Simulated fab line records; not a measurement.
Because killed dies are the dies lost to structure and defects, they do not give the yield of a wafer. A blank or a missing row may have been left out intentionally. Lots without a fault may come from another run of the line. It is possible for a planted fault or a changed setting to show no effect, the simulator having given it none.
Split-lot experiment ; flow n5_finfet ; on a route of 1938 steps: 7 lots, 31 wafers read

ABOUT THE SPLIT
At N5_MIM_BOT_LITHO_DEVELOP_07 (develop time 60 s), the setting develop_time_s was moved away from the recipe's 60 s on 12 of the 31 wafers read, by -34.3% to +30.9%. All remaining wafers had this setting at the recipe value.

FROM SPLIT TO READING: 1 step shown by the file between the two
- N5_MIM_BOT_LITHO_HARDBAKE_09: time 120 s

THE READING
cd_nm (nm) at N5_MIM_BOT_LITHO_CD_MEAS_08, where the cd target is 3000 nm. A value of 3000.3 nm with a standard deviation of 1.7 nm is what fault-free wafers of this fab line usually give.

wafer;tool, chamber at the split;develop_time_s as run, s;against the recipe;cd_nm, nm;against lot-mates on the recipe
L083.1;litho_track-01, 0;60;recipe;2998.0;-
L083.2;litho_track-01, 0;71.13;+18.6%;2999.8;+1.7
L083.3;litho_track-01, 0;60;recipe;2998.6;-
L083.4;litho_track-01, 0;60;recipe;2997.8;-
L083.5;litho_track-01, 0;71.13;+18.6%;3001.2;+3.1
L083.6;litho_track-01, 0;71.13;+18.6%;3002.3;+4.2
L080.1;litho_track-02, 0;60;recipe;2999.4;-
L080.2;litho_track-02, 0;48.43;-19.3%;2997.1;-2.2
L080.3;litho_track-02, 0;60;recipe;2999.8;-
L080.4;litho_track-02, 0;48.43;-19.3%;2995.8;-3.5
L080.5;litho_track-02, 0;48.43;-19.3%;2997.3;-2.0
L080.6;litho_track-02, 0;60;recipe;2998.6;-
L082.3;litho_track-02, 0;39.43;-34.3%;2991.0;no lot-mate on the recipe
L086.2;litho_track-04, 0;60;recipe;3003.9;-
L086.5;litho_track-04, 0;60;recipe;3003.6;-
L086.6;litho_track-04, 0;60;recipe;3004.6;-
L092.1;litho_track-04, 0;76.5;+27.5%;3006.9;+5.8
L092.2;litho_track-04, 0;60;recipe;3000.4;-
L092.3;litho_track-04, 0;76.5;+27.5%;3005.9;+4.8
L092.4;litho_track-04, 0;76.5;+27.5%;3006.2;+5.1
L092.5;litho_track-04, 0;60;recipe;3001.4;-
L092.6;litho_track-04, 0;60;recipe;3001.6;-
L091.2;litho_track-02, 0;60;recipe;3000.1;-
L091.3;litho_track-02, 0;78.53;+30.9%;3006.2;+6.1
L091.6;litho_track-02, 0;78.53;+30.9%;3004.6;+4.5
L095.1;litho_track-01, 0;60;recipe;2999.6;-
L095.2;litho_track-01, 0;60;recipe;3001.0;-
L095.3;litho_track-01, 0;60;recipe;2999.7;-
L095.4;litho_track-01, 0;60;recipe;2997.9;-
L095.5;litho_track-01, 0;60;recipe;3000.5;-
L095.6;litho_track-01, 0;60;recipe;3000.0;-

FIT RESULTS
A straight line over all 31 wafers: cd_nm changes by +0.188 nm for each +1% of develop_time_s; r = +0.84; the points scatter about the line by 1.9 nm.
The same after taking each lot's own level away (the mean of its wafers on the recipe; 30 wafers): +0.166 nm for each +1%; r = +0.95; scatter 0.77 nm.
That fit puts the effect of the largest move of develop_time_s on the reading at 5.7 nm.
Measured against the standard deviation above, the lots' own levels, which go from 2998.13 to 3004.03 nm, span 3.5 times it.
In other words, the slope is changed by the lot-to-lot level; the two fits disagree.
Check: +5.1 nm against its lot-mates is what the line predicts for one of the wafers moved furthest among these (+30.9%) when that wafer is left out of the fit. Against them it came out at +6.1 nm.

THE OTHER SPLITS THESE WAFERS WENT THROUGH
These wafers also went through other splits before the reading. Each is held against what the fit with the lots' levels taken away leaves over:
other split on the same wafers;wafers away from the commonest value;r with cd_nm (lot level and that fit taken away)
N5_BEOL_M13_ETCH_59 time_s;11;-0.18
N5_BEOL_M15_DEP_53 time_s;10;+0.02

FILE'S OWN FIT
cd_nm changes by +0.168 nm for each +1% of develop_time_s, r = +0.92.
